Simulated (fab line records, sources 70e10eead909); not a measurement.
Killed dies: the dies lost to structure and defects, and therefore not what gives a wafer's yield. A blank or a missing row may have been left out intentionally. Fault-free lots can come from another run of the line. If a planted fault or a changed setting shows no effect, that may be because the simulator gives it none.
Which tool did it? / flow nand_harc / 15 lots with 43 wafers sampled at 5 steps, on a route of 1302 steps

== WHAT EACH GAUGE READ, for each wafer ==
NHARC_A_SOURCE_PLATE_INSPECT_08.
lot=L819; measured=day 7 19:33; on=defect_inspect-02; raw_defect_count=28 30 41
lot=L820; measured=day 8 00:45; on=defect_inspect-01; raw_defect_count=48 40 34
lot=L821; measured=day 8 11:38; on=defect_inspect-01; raw_defect_count=60 72 68
lot=L823; measured=day 9 12:26; on=defect_inspect-02; raw_defect_count=88 35 44
lot=L822; measured=day 9 12:25; on=defect_inspect-01; raw_defect_count=110 64 47
lot=L825; measured=day 10 01:34; on=defect_inspect-02; raw_defect_count=56 50 55
lot=L826; measured=day 11 00:49; on=defect_inspect-02; raw_defect_count=46 44 29
lot=L827; measured=day 11 06:55; on=defect_inspect-01; raw_defect_count=54 26 36
lot=L829; measured=day 11 19:05; on=defect_inspect-02; raw_defect_count=141 109 80
lot=L833; measured=day 13 21:47; on=defect_inspect-02; raw_defect_count=91 145 88
lot=L834; measured=day 14 02:55; on=defect_inspect-01; raw_defect_count=52 67
lot=L836; measured=day 15 02:47; on=defect_inspect-01; raw_defect_count=49 54
lot=L837; measured=day 15 02:47; on=defect_inspect-02; raw_defect_count=50 54 29
lot=L839; measured=day 16 09:07; on=defect_inspect-02; raw_defect_count=42 61 98
lot=L840; measured=day 16 09:05; on=defect_inspect-01; raw_defect_count=114 66 65

NHARC_A_ONON_D1_THK_MEAS_02: measures by ellipsometry.
lot=L819; measured=day 7 20:07; on=film_metro-02; thk_nm (nm)=1003 1001 999
lot=L820; measured=day 8 01:19; on=film_metro-02; thk_nm (nm)=999 1001 999
lot=L821; measured=day 8 12:13; on=film_metro-01; thk_nm (nm)=999 998 997
lot=L823; measured=day 9 13:01; on=film_metro-01; thk_nm (nm)=1007 1005 1008
lot=L822; measured=day 9 12:59; on=film_metro-02; thk_nm (nm)=1004 1004 1003
lot=L825; measured=day 10 02:08; on=film_metro-02; thk_nm (nm)=1004 1006 1007
lot=L826; measured=day 11 01:24; on=film_metro-02; thk_nm (nm)=1028 1028 1027
lot=L827; measured=day 11 07:29; on=film_metro-02; thk_nm (nm)=1010 1010 1010
lot=L829; measured=day 11 19:39; on=film_metro-02; thk_nm (nm)=1002 1000 1001
lot=L833; measured=day 13 22:22; on=film_metro-02; thk_nm (nm)=785 785 1005
lot=L834; measured=day 14 03:29; on=film_metro-02; thk_nm (nm)=775 773
lot=L836; measured=day 15 03:21; on=film_metro-01; thk_nm (nm)=775 774
lot=L837; measured=day 15 03:22; on=film_metro-02; thk_nm (nm)=1015 1017 1015
lot=L839; measured=day 16 09:42; on=film_metro-02; thk_nm (nm)=987 989 989
lot=L840; measured=day 16 09:40; on=film_metro-01; thk_nm (nm)=998 999 1001

NHARC_END_SORT_01.
lot=L833; measured=day 30 16:52; on=prober-01; killed_at_array=675 673 59; killed_at_other=1 0 2; killed_at_periphery=1 4 3; killed_dies=677 677 64; killed_open=5 3 6; killed_short=2 3 1
lot=L834; measured=day 30 17:33; on=prober-02; killed_at_array=675 666; killed_at_other=0 5; killed_at_periphery=2 6; killed_dies=677 677; killed_open=2 4; killed_short=3 3
lot=L836; measured=day 32 20:26; on=prober-01; killed_at_array=669 676; killed_at_other=3 1; killed_at_periphery=5 0; killed_dies=677 677; killed_open=4 4; killed_short=4 1

== WHICH TOOL RAN EACH LOT (tool, then ch and the chambers of the sampled wafers, then the start) ==
lot=L819; NHARC_P_BONDPAD_PRE_CLEAN_26=pvd_sputter-01, day 7 19:33 or earlier; NHARC_A_ONON_D1_DEP_00=pecvd_onon-03 ch 0, day 7 19:40
lot=L820; NHARC_P_BONDPAD_PRE_CLEAN_26=pvd_sputter-01, day 8 00:45 or earlier; NHARC_A_ONON_D1_DEP_00=pecvd_onon-02 ch 0, day 8 00:52
lot=L821; NHARC_P_BONDPAD_PRE_CLEAN_26=pvd_sputter-03, day 8 11:38 or earlier; NHARC_A_ONON_D1_DEP_00=pecvd_onon-04 ch 0, day 8 11:43
lot=L823; NHARC_P_BONDPAD_PRE_CLEAN_26=pvd_sputter-02, day 9 12:26 or earlier; NHARC_A_ONON_D1_DEP_00=pecvd_onon-03 ch 0, day 9 12:33
lot=L822; NHARC_P_BONDPAD_PRE_CLEAN_26=pvd_sputter-01, day 9 12:25 or earlier; NHARC_A_ONON_D1_DEP_00=pecvd_onon-02 ch 0, day 9 12:28
lot=L825; NHARC_P_BONDPAD_PRE_CLEAN_26=pvd_sputter-01, day 10 01:34 or earlier; NHARC_A_ONON_D1_DEP_00=pecvd_onon-04 ch 0, day 10 01:44
lot=L826; NHARC_P_BONDPAD_PRE_CLEAN_26=pvd_sputter-02, day 11 00:49 or earlier; NHARC_A_ONON_D1_DEP_00=pecvd_onon-03 ch 0, day 11 01:04
lot=L827; NHARC_P_BONDPAD_PRE_CLEAN_26=pvd_sputter-01, day 11 06:55 or earlier; NHARC_A_ONON_D1_DEP_00=pecvd_onon-02 ch 0, day 11 06:59
lot=L829; NHARC_P_BONDPAD_PRE_CLEAN_26=pvd_sputter-03, day 11 19:05 or earlier; NHARC_A_ONON_D1_DEP_00=pecvd_onon-03 ch 0, day 11 19:12
lot=L833; NHARC_P_BONDPAD_PRE_CLEAN_26=pvd_sputter-01, day 13 21:47 or earlier; NHARC_A_ONON_D1_DEP_00=pecvd_onon-02 ch 0, day 13 21:51
lot=L834; NHARC_P_BONDPAD_PRE_CLEAN_26=pvd_sputter-01, day 14 02:55 or earlier; NHARC_A_ONON_D1_DEP_00=pecvd_onon-02 ch 0, day 14 02:59
lot=L836; NHARC_P_BONDPAD_PRE_CLEAN_26=pvd_sputter-03, day 15 02:47 or earlier; NHARC_A_ONON_D1_DEP_00=pecvd_onon-02 ch 0, day 15 02:51
lot=L837; NHARC_P_BONDPAD_PRE_CLEAN_26=pvd_sputter-02, day 15 02:47 or earlier; NHARC_A_ONON_D1_DEP_00=pecvd_onon-03 ch 0, day 15 02:51
lot=L839; NHARC_P_BONDPAD_PRE_CLEAN_26=pvd_sputter-01, day 16 09:07 or earlier; NHARC_A_ONON_D1_DEP_00=pecvd_onon-03 ch 0, day 16 09:11
lot=L840; NHARC_P_BONDPAD_PRE_CLEAN_26=pvd_sputter-02, day 16 09:05 or earlier; NHARC_A_ONON_D1_DEP_00=pecvd_onon-04 ch 0, day 16 09:09
- NHARC_P_BONDPAD_PRE_CLEAN_26: time 30 s.
- NHARC_A_ONON_D1_DEP_00: target thk 1000 nm.

== WHAT THE TOOLS THEMSELVES READ (means of the sampled wafers that have a number; where no wafer has one, the mark that the record gives instead) ==
NHARC_P_BONDPAD_PRE_CLEAN_26.
lot=L819; tool=pvd_sputter-01; heater_power_w (W)=428
lot=L820; tool=pvd_sputter-01; heater_power_w (W)=419
lot=L821; tool=pvd_sputter-03; heater_power_w (W)=406
lot=L823; tool=pvd_sputter-02; heater_power_w (W)=371
lot=L822; tool=pvd_sputter-01; heater_power_w (W)=403
lot=L825; tool=pvd_sputter-01; heater_power_w (W)=406
lot=L826; tool=pvd_sputter-02; heater_power_w (W)=363
lot=L827; tool=pvd_sputter-01; heater_power_w (W)=421
lot=L829; tool=pvd_sputter-03; heater_power_w (W)=391
lot=L833; tool=pvd_sputter-01; heater_power_w (W)=415
lot=L834; tool=pvd_sputter-01; heater_power_w (W)=399
lot=L836; tool=pvd_sputter-03; heater_power_w (W)=408
lot=L837; tool=pvd_sputter-02; heater_power_w (W)=384
lot=L839; tool=pvd_sputter-01; heater_power_w (W)=421
lot=L840; tool=pvd_sputter-02; heater_power_w (W)=391

NHARC_A_ONON_D1_DEP_00.
lot=L819; tool=pecvd_onon-03; sih4_flow_sccm (sccm)=209.8
lot=L820; tool=pecvd_onon-02; sih4_flow_sccm (sccm)=210.7
lot=L821; tool=pecvd_onon-04; sih4_flow_sccm (sccm)=209.7
lot=L823; tool=pecvd_onon-03; sih4_flow_sccm (sccm)=210.0
lot=L822; tool=pecvd_onon-02; sih4_flow_sccm (sccm)=209.6
lot=L825; tool=pecvd_onon-04; sih4_flow_sccm (sccm)=209.7
lot=L826; tool=pecvd_onon-03; sih4_flow_sccm (sccm)=209.2
lot=L827; tool=pecvd_onon-02; sih4_flow_sccm (sccm)=210.4
lot=L829; tool=pecvd_onon-03; sih4_flow_sccm (sccm)=210.0
lot=L833; tool=pecvd_onon-02; sih4_flow_sccm (sccm)=209.9
lot=L834; tool=pecvd_onon-02; sih4_flow_sccm (sccm)=209.6
lot=L836; tool=pecvd_onon-02; sih4_flow_sccm (sccm)=210.3
lot=L837; tool=pecvd_onon-03; sih4_flow_sccm (sccm)=209.2
lot=L839; tool=pecvd_onon-03; sih4_flow_sccm (sccm)=209.5
lot=L840; tool=pecvd_onon-04; sih4_flow_sccm (sccm)=210.3

== THE ANSWER, worked out from the rows above alone ==
Rule: the usual values come from the lots themselves. The widest of any qualifying gaps counts: lots, ordered by their means at a reading, are off when they make up no more than a third of the lots, leave a main group of 4 or more, and stand apart from it by 3 or more times the standard deviation of that group's means. A main group whose means are all the same, to the digits that the tables above print for the reading, isn't used. A lot without any number at a reading at which 4 lots or more have one is off too. The other lots that the step has rows for count as sound. The gauges are gone through in route order, then the tools' own readings, and for those a lot's mean is taken as printed above. At the first step where some lot is off, the reading lying furthest off is the one used; lots without a number count as furthest.
Off: L833, L834, L836 (NHARC_A_ONON_D1_THK_MEAS_02, thk_nm). For the main group the mean is 1005 nm and the standard deviation 9.5.
A tool fits if, at a process step before that reading, it ran every lot that is off, and no sound lot after the first of them. Those tools and the gauges at NHARC_A_ONON_D1_THK_MEAS_02 are tried in the same way. With no start given for some of its lots, NHARC_P_BONDPAD_PRE_CLEAN_26 uses the hours and lot order of NHARC_A_SOURCE_PLATE_INSPECT_08. One fits: pecvd_onon-02 at NHARC_A_ONON_D1_DEP_00. Its last sound lot is L827 (day 11 06:59), its first lot that is off L833 (day 13 21:51): a fault that began between those two fits.

== WHAT WAS PUT IN BY THE SIMULATOR ==
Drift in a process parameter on pecvd_onon-02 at NHARC_A_ONON_D1_DEP_00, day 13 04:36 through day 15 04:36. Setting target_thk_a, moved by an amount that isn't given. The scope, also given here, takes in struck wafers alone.
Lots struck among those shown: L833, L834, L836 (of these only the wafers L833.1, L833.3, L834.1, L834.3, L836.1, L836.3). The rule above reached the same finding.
